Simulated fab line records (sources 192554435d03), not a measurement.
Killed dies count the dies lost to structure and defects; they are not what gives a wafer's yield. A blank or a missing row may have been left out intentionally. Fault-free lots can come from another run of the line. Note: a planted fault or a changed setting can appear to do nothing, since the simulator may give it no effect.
Which tool did it? | flow n5_finfet | 10 lots, 30 wafers sampled, at 5 steps of a route of 1938

== WHAT EACH GAUGE READ, for each wafer ==
Not one reading of a measure or inspect step in the record can be checked against a usual standard deviation.

== WHICH TOOL RAN EACH LOT (tool, then ch and the chambers of the sampled wafers, then the start) ==
lot  | N5_BEOL_M6_SPUTTER_48        | N5_MIM_BOT_ETCH_ETCH_04            | N5_PASSIVATION_PECVD_55         | N5_PASSIVATION_VIA_ETCH_13         | N5_PASSIVATION_PROBE_49
L530 | pvd_sputter-01, day 8 11:56  | rie_diel-02 ch 1,2,3, day 11 16:15 | pecvd-04 ch 0,1,2, day 11 17:04 | rie_diel-05 ch 0,2,3, day 11 18:11 | -
L532 | pvd_sputter-02, day 8 19:23  | rie_diel-02 ch 1,2, day 12 01:41   | pecvd-04 ch 0,1,2, day 12 02:30 | rie_diel-03 ch 0,2,3, day 12 03:26 | -
L535 | pvd_sputter-02, day 10 13:21 | rie_diel-02 ch 0,1,2, day 13 17:47 | pecvd-02 ch 0,1,2, day 13 18:36 | rie_diel-06 ch 0,1, day 13 19:40   | prober-01, day 14 03:45
L542 | pvd_sputter-03, day 12 18:31 | rie_diel-01 ch 0,1, day 15 13:01   | pecvd-04 ch 0,1,2, day 15 13:51 | rie_diel-03 ch 2,3, day 15 15:33   | -
L543 | pvd_sputter-01, day 13 03:27 | rie_diel-02 ch 0,1,2, day 16 00:54 | pecvd-04 ch 0,2, day 16 01:46   | rie_diel-06 ch 0,1, day 16 05:20   | -
L546 | pvd_sputter-03, day 13 10:38 | rie_diel-04 ch 0,1,2, day 16 06:20 | pecvd-02 ch 0,1,2, day 16 07:11 | rie_diel-03 ch 0,1,3, day 16 10:25 | -
L549 | pvd_sputter-02, day 13 19:08 | rie_diel-02 ch 0,1,2, day 16 18:21 | pecvd-02 ch 0,2, day 16 19:11   | rie_diel-03 ch 0,1,2, day 16 20:02 | -
L547 | pvd_sputter-02, day 13 23:35 | rie_diel-02 ch 0,1,2, day 16 19:20 | pecvd-02 ch 0,1, day 16 20:11   | rie_diel-06 ch 1,2, day 16 21:55   | -
L551 | pvd_sputter-01, day 14 14:49 | rie_diel-04 ch 0,1,3, day 17 14:52 | pecvd-04 ch 0,2, day 17 15:41   | rie_diel-06 ch 1,2,3, day 17 19:20 | -
L552 | pvd_sputter-03, day 15 15:52 | rie_diel-02 ch 0,1,3, day 19 01:31 | pecvd-03 ch 0,1,2, day 19 03:05 | rie_diel-06 ch 1,2, day 19 05:20   | -
- N5_BEOL_M6_SPUTTER_48: material Cu, target thk 10 nm, time 1.667 s.
- N5_MIM_BOT_ETCH_ETCH_04: etches SiNx in CF4/O2, target depth 26 nm, time 13 s.
- N5_PASSIVATION_PECVD_55: deposits SiO2 from SiH4/N2O, target thk 400 nm, time 22.5 s.
- N5_PASSIVATION_VIA_ETCH_13: etches SiO2 in CHF3/O2, target depth 660 nm, time 330 s.
- N5_PASSIVATION_PROBE_49

== AS READ BY THE TOOLS THEMSELVES (means over the sampled wafers that have a number; for cases with no such wafer, the mark the record gives instead) ==
N5_BEOL_M6_SPUTTER_48. Usual: throttle_valve_pct at 30.3 %, with a standard deviation of 1.2.
lot  | tool           | throttle_valve_pct (%) | flag
L530 | pvd_sputter-01 | 30.0                   |
L532 | pvd_sputter-02 | 29.6                   |
L535 | pvd_sputter-02 | 30.3                   |
L542 | pvd_sputter-03 | 29.1                   |
L543 | pvd_sputter-01 | 30.7                   |
L546 | pvd_sputter-03 | 30.8                   |
L549 | pvd_sputter-02 | 30.5                   |
L547 | pvd_sputter-02 | 31.4                   |
L551 | pvd_sputter-01 | 29.7                   |
L552 | pvd_sputter-03 | 30.8                   |

N5_MIM_BOT_ETCH_ETCH_04. Usual: bias_w 49.02 W, standard deviation 0.15; drypump_motor_current_A 5.4 A, standard deviation 0.39; oes_product_au 0.81 a.u., standard deviation 0.081; rf_vpp_V 241 V, standard deviation 3.4; showerhead_plenum_p_Torr 2.22 Torr, standard deviation 0.054; throttle_valve_pct 15.99 %, standard deviation 0.18.
lot  | tool        | bias_w (W) | drypump_motor_current_A (A) | oes_product_au (a.u.) | rf_vpp_V (V) | showerhead_plenum_p_Torr (Torr) | throttle_valve_pct (%) | flag
L530 | rie_diel-02 | 49.07      | 5.1                         | 0.73                  | 243          | 2.22                            | 16.08                  |
L532 | rie_diel-02 | 49.20      | 5.2                         | 0.73                  | 244          | 2.19                            | 16.06                  |
L535 | rie_diel-02 | 49.12      | 5.3                         | 0.80                  | 242          | 2.21                            | 16.09                  |
L542 | rie_diel-01 | 49.10      | 5.7                         | 0.88                  | 243          | 2.27                            | 15.74                  |
L543 | rie_diel-02 | 49.03      | 5.3                         | 0.78                  | 242          | 2.20                            | 16.13                  |
L546 | rie_diel-04 | 49.16      | 5.5                         | 0.83                  | 237          | 2.17                            | 15.96                  |
L549 | rie_diel-02 | 48.83      | 5.3                         | 0.77                  | 242          | 2.20                            | 16.14                  |
L547 | rie_diel-02 | 49.03      | 5.3                         | 0.77                  | 242          | 2.20                            | 16.15                  |
L551 | rie_diel-04 | 49.09      | 5.6                         | 0.82                  | 238          | 2.17                            | 15.98                  |
L552 | rie_diel-02 | 49.06      | 5.2                         | 0.84                  | 242          | 2.22                            | 16.05                  |

N5_PASSIVATION_PECVD_55. Usual: heater_power_w 650 W, standard deviation 120; showerhead_plenum_p_Torr 8.16 Torr, standard deviation 0.098; throttle_valve_pct 52.3 %, standard deviation 2.1.
lot  | tool     | heater_power_w (W) | showerhead_plenum_p_Torr (Torr) | throttle_valve_pct (%) | flag
L530 | pecvd-04 | 711                | 8.21                            | 51.7                   |
L532 | pecvd-04 | 610                | 8.22                            | 51.8                   |
L535 | pecvd-02 | 526                | 8.08                            | 51.2                   |
L542 | pecvd-04 | 709                | 8.21                            | 51.8                   |
L543 | pecvd-04 | 722                | 8.22                            | 51.5                   |
L546 | pecvd-02 | 576                | 8.08                            | 51.4                   |
L549 | pecvd-02 | 523                | 8.11                            | 50.4                   |
L547 | pecvd-02 | 595                | 8.15                            | 52.8                   |
L551 | pecvd-04 | 766                | 8.22                            | 51.5                   |
L552 | pecvd-03 | 740                | 8.15                            | 53.9                   |

N5_PASSIVATION_VIA_ETCH_13. Usual: bias_w is 170.0 W with standard deviation 0.54, drypump_motor_current_A is 5.5 A with standard deviation 0.39, etch_rf_on_time_s is 236 s with standard deviation 4.2, oes_product_au is 0.71 a.u. with standard deviation 0.069, rf_vpp_V is 524 V with standard deviation 5.7, showerhead_plenum_p_Torr is 2.40 Torr with standard deviation 0.055, and throttle_valve_pct is 18.88 % with standard deviation 0.21.
lot  | tool        | bias_w (W) | drypump_motor_current_A (A) | etch_rf_on_time_s (s) | oes_product_au (a.u.) | rf_vpp_V (V) | showerhead_plenum_p_Torr (Torr) | throttle_valve_pct (%) | flag
L530 | rie_diel-05 | 169.9      | 5.4                         | 236                   | 0.67                  | 525          | 2.41                            | 19.04                  |
L532 | rie_diel-03 | 169.9      | 5.8                         | 238                   | 0.69                  | 520          | 2.41                            | 18.84                  |
L535 | rie_diel-06 | 170.3      | 5.6                         | 236                   | 0.75                  | 524          | 2.50                            | 18.90                  |
L542 | rie_diel-03 | 169.9      | 5.6                         | 239                   | 0.63                  | 520          | 2.42                            | 19.08                  |
L543 | rie_diel-06 | 169.9      | 5.6                         | 240                   | 0.79                  | 523          | 2.49                            | 18.80                  |
L546 | rie_diel-03 | 170.0      | 5.6                         | 234                   | 0.69                  | 521          | 2.39                            | 18.89                  |
L549 | rie_diel-03 | 170.1      | 5.7                         | 238                   | 0.68                  | 524          | 2.41                            | 18.74                  |
L547 | rie_diel-06 | 170.0      | 5.8                         | 234                   | 0.69                  | 523          | 2.45                            | 18.96                  |
L551 | rie_diel-06 | 170.0      | 5.6                         | 234                   | 0.72                  | 524          | 2.43                            | 18.93                  |
L552 | rie_diel-06 | 169.5      | 5.8                         | 237                   | 0.67                  | 523          | 2.45                            | 19.00                  |

N5_PASSIVATION_PROBE_49. Usual: defect_limited_yield 91.2 %, standard deviation 1.4; killed_at_M0_to_M3 34, standard deviation 10; killed_at_M4_up 13, standard deviation 5.1; killed_at_contacts 12, standard deviation 6.5; killed_at_front_end 41, standard deviation 11; killed_at_other 4, standard deviation 3.3; killed_dies 104, standard deviation 16; killed_on_rim 14, standard deviation 3.9; killed_open 69, standard deviation 13; killed_short 33, standard deviation 7; sort_bin_5_function 5.1 %, standard deviation 0.91; sort_bin_6_memory 3.3 %, standard deviation 0.69; sort_n_pass 1076, standard deviation 16; sort_yield_pct 91.2 %, standard deviation 1.4.
lot  | tool      | defect_limited_yield (%) | killed_at_M0_to_M3 | killed_at_M4_up | killed_at_contacts | killed_at_front_end | killed_at_other | killed_dies | killed_on_rim | killed_open | killed_short | sort_bin_5_function (%) | sort_bin_6_memory (%) | sort_n_pass | sort_yield_pct (%) | flag
L535 | prober-01 | 88.3                     | 40                 | 31              | 12                 | 51                  | 3               | 138         | 25            | 75          | 37           | 7.0                     | 3.8                   | 1042        | 88.3               | OFF

== THE ANSWER, worked out from the rows above alone ==
Rule: take the mean of a lot's wafers that have a number; if it is more than 3 standard deviations from the usual mean, the lot is off. A lot without any number at a reading at which 4 lots or more have one is off too. Any other lot the step has rows for is counted as sound. After the gauges, taken in route order, come the tools' own readings; for these a lot's mean is taken, as printed above. At the first step where some lot is off, the reading lying furthest off is the one used; lots without a number count as furthest.
Off at N5_PASSIVATION_PROBE_49 (killed_at_M4_up): L535. Neither off nor sound, because the step has no rows for them: L530, L532, L542, L543, L546, L549, L547, L551, L552.
A tool fits if, at that step or a process step before it, it ran every lot that is off, and no sound lot after the first of them. Can't be told from this: 5 tools fit, pvd_sputter-02 at N5_BEOL_M6_SPUTTER_48, rie_diel-02 at N5_MIM_BOT_ETCH_ETCH_04, pecvd-02 at N5_PASSIVATION_PECVD_55, rie_diel-06 at N5_PASSIVATION_VIA_ETCH_13, prober-01 at N5_PASSIVATION_PROBE_49.

== WHAT THE SIMULATOR PUT IN ==
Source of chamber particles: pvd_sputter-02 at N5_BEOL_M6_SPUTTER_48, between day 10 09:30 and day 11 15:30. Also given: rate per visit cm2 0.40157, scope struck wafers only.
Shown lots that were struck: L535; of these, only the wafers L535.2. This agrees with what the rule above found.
